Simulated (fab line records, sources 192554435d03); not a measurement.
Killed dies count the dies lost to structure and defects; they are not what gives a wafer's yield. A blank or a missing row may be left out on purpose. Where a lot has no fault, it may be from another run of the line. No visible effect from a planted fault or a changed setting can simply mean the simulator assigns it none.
Matching of chambers -- flow n5_finfet -- N5_STI_FIN_REVEAL_ETCH_34 on rie_si-04: 4 sister chambers
The step etches Si in H2, material Si, target depth 0.97 nm. 4 wafers are shown with their chamber, then 12 later ones without.

## EACH WAFER AND ITS CHAMBER
wafer,chamber,throttle_valve_pct (%)
L089.1,3,25.4
L089.2,2,25.9
L089.5,1,25.0
L089.6,0,26.2

## WAFERS WITH NO CHAMBER GIVEN
wafer,throttle_valve_pct (%)
L090.1,25.9
L090.3,26.2
L090.5,25.1
L093.2,26.2
L093.4,25.9
L093.6,25.4
L092.1,25.9
L092.2,26.2
L092.3,25.4
L097.1,25.4
L097.3,25.1
L097.6,25.4

## WHICH CHAMBER EACH ONE RAN IN
wafer,from the rows above,in truth
L090.1,2,2
L090.3,0,0
L090.5,1,1
L093.2,0,0
L093.4,2,2
L093.6,3,3
L092.1,2,2
L092.2,0,0
L092.3,3,3
L097.1,3,3
L097.3,1,1
L097.6,3,3
Correctly placed: 12 of 12. Not placeable from these rows: 0. Number placed wrongly: 0.
How it was worked out, from the rows above alone: a wafer's distance from a chamber is the root of the sum, over the readings, of the square of ((its reading less the chamber's mean) divided by the reading's scatter). The wafer belongs to the nearest chamber; if the next one is less than 2 further off, it can't be placed. The mean given for a chamber averages the wafers shown for that chamber. The scatter (one wafer shown for each chamber): square how far every hidden wafer sits from the nearest shown wafer, average those squares and take the square root.
